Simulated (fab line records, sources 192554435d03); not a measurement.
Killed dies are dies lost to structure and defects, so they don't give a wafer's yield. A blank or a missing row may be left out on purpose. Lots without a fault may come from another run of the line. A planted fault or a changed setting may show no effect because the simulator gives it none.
A struck lot beside a sound one | flow n5_finfet | 17 steps out of a route of 1938
Sound: wafers L483.1, L483.2, L483.5. Struck: wafers L489.2, L489.3, L489.6. The cause comes at the end.
At each step with rows: each side's tool, then ch and its chambers, then its first start. Under that, the readings that differ: sound wafers | struck wafers | difference of the means | sigmas: that difference in standard deviations of wafers without a fault.
alike: readings whose means differ by less than 2 such deviations, and words and numbers that are the same on both sides. not compared: withheld readings, readings that some wafer has no value for, bounds like >300 that may hide the same value, and numbers for which the record gives no deviation and whose values overlap.
The two part at a step that has a row with sigmas, a row that says differs or no value, or rows on one side only. Numbers that don't overlap but have no deviation are shown without sigmas and don't part them. A reading that every wafer of one side lacks parts them only if that side has two wafers or more.

first, 1 step without rows for these wafers: N5_BEOL_M4_ANNEAL_82 (time 240 s).
N5_BEOL_M4_SPUTTER_86: material Cu, target thk 4.5 nm, time 8.29 s.
  sound on pvd_sputter-02, day 8 05:16; struck on pvd_sputter-02, day 9 21:46
  alike: throttle_valve_pct
N5_BEOL_M4_ANNEAL_87: time 240 s.
  sound on pvd_sputter-02, day 8 05:20; struck on pvd_sputter-02, day 9 21:51
  alike: heater_power_w, susceptor_temp_C_max
N5_BEOL_M4_SPUTTER_88: material Cu, target thk 4.5 nm, time 8.29 s.
  sound on pvd_sputter-02, day 8 05:29; struck on pvd_sputter-02, day 9 21:59
  alike: throttle_valve_pct
then, 1 step without rows for these wafers: N5_BEOL_M4_ANNEAL_89 (time 240 s).
N5_BEOL_M4_SPUTTER_90: material Cu, target thk 4.5 nm, time 8.29 s.
  sound on pvd_sputter-02, day 8 05:42; struck on pvd_sputter-02, day 9 22:13
  alike: throttle_valve_pct
then, 5 steps without rows for these wafers: N5_BEOL_M4_ANNEAL_91 (time 240 s); N5_BEOL_M4_SPUTTER_92 (material Cu, target thk 4.5 nm, time 8.29 s); N5_BEOL_M4_ANNEAL_93 (time 240 s); N5_BEOL_M4_SPUTTER_94 (material Cu, target thk 4.5 nm, time 8.29 s); N5_BEOL_M4_ANNEAL_95 (time 240 s).
N5_BEOL_M4_SPUTTER_96: material Cu, target thk 4.5 nm, time 8.29 s.
  sound on pvd_sputter-02, day 8 06:22; struck on pvd_sputter-02, day 9 22:52
  alike: throttle_valve_pct
N5_BEOL_M4_ECD_50: material Cu, target thk 300 nm.
  sound on ecd_cu-02 ch 0,1, day 8 06:29; struck on ecd_cu-02 ch 0,1, day 9 22:59
then, 1 step without rows for these wafers: N5_BEOL_M4_ANNEAL_51 (time 90 s).
N5_BEOL_M4_CMP_52: polishes, stops on SiOC, t overpolish 6.8 s, target thk 40 nm.
  sound on cmp-03 ch 1,2, day 8 07:04; struck on cmp-01 ch 1,3, day 9 23:22
  reading                | sound    | struck | difference | sigmas
  time_to_endpoint_s (s) | 66 67 67 | 2 0 0  | -66        | -21
  alike: clearing_platen_down_force_psi, motor_current_A
N5_BEOL_M4_RC_MEAS_101:
  the record has rows for the sound wafers here (prober-01 ch 0, day 8 07:46) and none for the struck ones
-- the record jumps here: 4 days lie between the struck wafers' starts before and after (it left off in module BEOL_M4 and takes up again in module PASSIVATION, whose first step shown is number 1936 of the route) --
N5_PASSIVATION_PROBE_49:
  sound on prober-01, day 12 13:50; struck on prober-02, day 14 02:30
  reading                  | sound          | struck         | difference | sigmas
  defect_limited_yield (%) | 91.9 91.4 90.1 | 0 0 0          | -91        | -70
  killed_at_M4_up          | 15 18 25       | 1115 1108 1093 | +1086      | +99 or more
  killed_dies              | 96 101 117     | 1180 1180 1180 | +1075      | +72
  killed_on_rim            | 15 13 19       | 152 152 152    | +136       | +37
  sort_bin_5_function (%)  | 4.8 4.7 5.7    | 97.5 97.3 97.0 | +92.2      | +99 or more
  sort_n_pass              | 1084 1079 1063 | 0 0 0          | -1075      | -72
  sort_yield_pct (%)       | 91.9 91.4 90.1 | 0 0 0          | -91        | -70
  alike: killed_at_M0_to_M3, killed_at_contacts, killed_at_front_end, killed_at_other, killed_open, killed_short, sort_bin_6_memory

WHERE THEY PART
First at N5_BEOL_M4_CMP_52; last, within this record, at N5_PASSIVATION_PROBE_49.

WHY: what the simulator had put in
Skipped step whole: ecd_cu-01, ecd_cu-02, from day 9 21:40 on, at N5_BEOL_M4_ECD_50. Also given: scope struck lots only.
